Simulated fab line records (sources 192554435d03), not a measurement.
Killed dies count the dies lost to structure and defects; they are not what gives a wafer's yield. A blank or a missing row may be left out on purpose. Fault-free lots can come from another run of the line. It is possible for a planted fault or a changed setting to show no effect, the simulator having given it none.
Split-lot trial ; flow n5Finfet ; route with 1938 steps; 7 lots, 21 wafers read

ABOUT THE SPLIT
At N5_BEOL_M0_SAQP_ETCH_88 (etches underlayer in N2/H2, target depth 6.5 nm, time 5.2 s), the setting sourceW was moved away from the recipe's 840 W on 8 of the 21 wafers read, by -17.6% to +11.7%. For the rest of the wafers, this setting stayed at what the recipe calls for.

The reading comes from the split's own step.

THE READING
rfVppV, in V, at N5_BEOL_M0_SAQP_ETCH_88 (etches underlayer in N2/H2, target depth 6.5 nm, time 5.2 s). Typical for fault-free wafers on this fab line: 523.9 V, with standard deviation 2.3 V.

wafer;tool, chamber at the split;sourceW as run, W;against the recipe;rfVppV, V;against lot-mates on the recipe
L083.2;rieDiel-04, 2;767;-8.7%;540.4;+15.9
L083.3;rieDiel-04, 1;840;recipe;526.5;-
L083.4;rieDiel-04, 0;840;recipe;522.4;-
L086.2;rieDiel-04, 0;840;recipe;521.9;-
L086.3;rieDiel-04, 1;840;recipe;527.3;-
L086.6;rieDiel-04, 0;840;recipe;518.5;-
L088.2;rieDiel-05, 0;713;-15.1%;553.3;+26.6
L088.3;rieDiel-05, 2;713;-15.1%;556.8;+30.1
L088.6;rieDiel-05, 1;840;recipe;526.7;-
L090.4;rieDiel-02, 0;840;recipe;522.9;-
L090.5;rieDiel-02, 3;938.1;+11.7%;502.4;-22.6
L090.6;rieDiel-02, 2;840;recipe;527.0;-
L092.2;rieDiel-05, 0;840;recipe;523.4;-
L092.3;rieDiel-05, 2;929.9;+10.7%;509.3;-14.9
L092.5;rieDiel-05, 0;840;recipe;525.0;-
L094.1;rieDiel-02, 2;840;recipe;527.4;-
L094.2;rieDiel-02, 0;903.9;+7.6%;509.0;-15.4
L094.3;rieDiel-02, 1;840;recipe;521.4;-
L096.3;rieDiel-05, 3;692.5;-17.6%;557.1;+37.6
L096.4;rieDiel-05, 0;692.5;-17.6%;560.0;+40.5
L096.5;rieDiel-05, 3;840;recipe;519.5;-

THE FIT
A straight line over all 21 wafers: rfVppV changes by -1.92 V for each +1% of sourceW; r = -0.98; the points scatter about the line by 2.9 V.
The same after taking each lot's own level away (the mean of its wafers on the recipe; 21 wafers): -1.98 V for each +1%; r = -0.99; scatter 2.9 V.
On that fit, the largest move of sourceW shifts the reading by 35 V.
From 519.50 to 526.70 V: that is the span of the lots' own levels, equal to 3.1 times the standard deviation above.
Consequently the slope shifts little with the lot-to-lot level, the two slopes agreeing.
Check: +34.6 V against its lot-mates is what the line predicts for one of the wafers moved furthest among these (-17.6%) when that wafer is left out of the fit. It came out at +37.6 V against them.
Tool readings at the split's step, against how far the setting was moved: etchRfOnTimeS r = -0.97; rfVppV r = -0.98.

OTHER SPLITS APPLIED TO THESE WAFERS
Before the reading, these wafers also passed through other splits. Each is held against what the fit with the lots' levels taken away leaves over:
other split on the same wafers;wafers away from the commonest value;r with rfVppV (lot level and that fit taken away)
N5_BEOL_M0_SAQP_SPACER2_ALD_26 targetThkA;9;+0.06

THE WHOLE CHAIN: every reading that the file lists as answering this split, in the file's order
step;what it does;reading;change (the file's fit);r (the file's)
N5_BEOL_M0_SAQP_ETCH_88;etches underlayer in N2/H2, target depth 6.5 nm, time 5.2 s;etchRfOnTimeS;withheld for each +1% of the setting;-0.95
N5_BEOL_M0_SAQP_ETCH_88;etches underlayer in N2/H2, target depth 6.5 nm, time 5.2 s;rfVppV;-1.95 V for each +1% of the setting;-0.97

THE FILE'S OWN FIT
rfVppV changes by -1.95 V for each +1% of sourceW, r = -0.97.
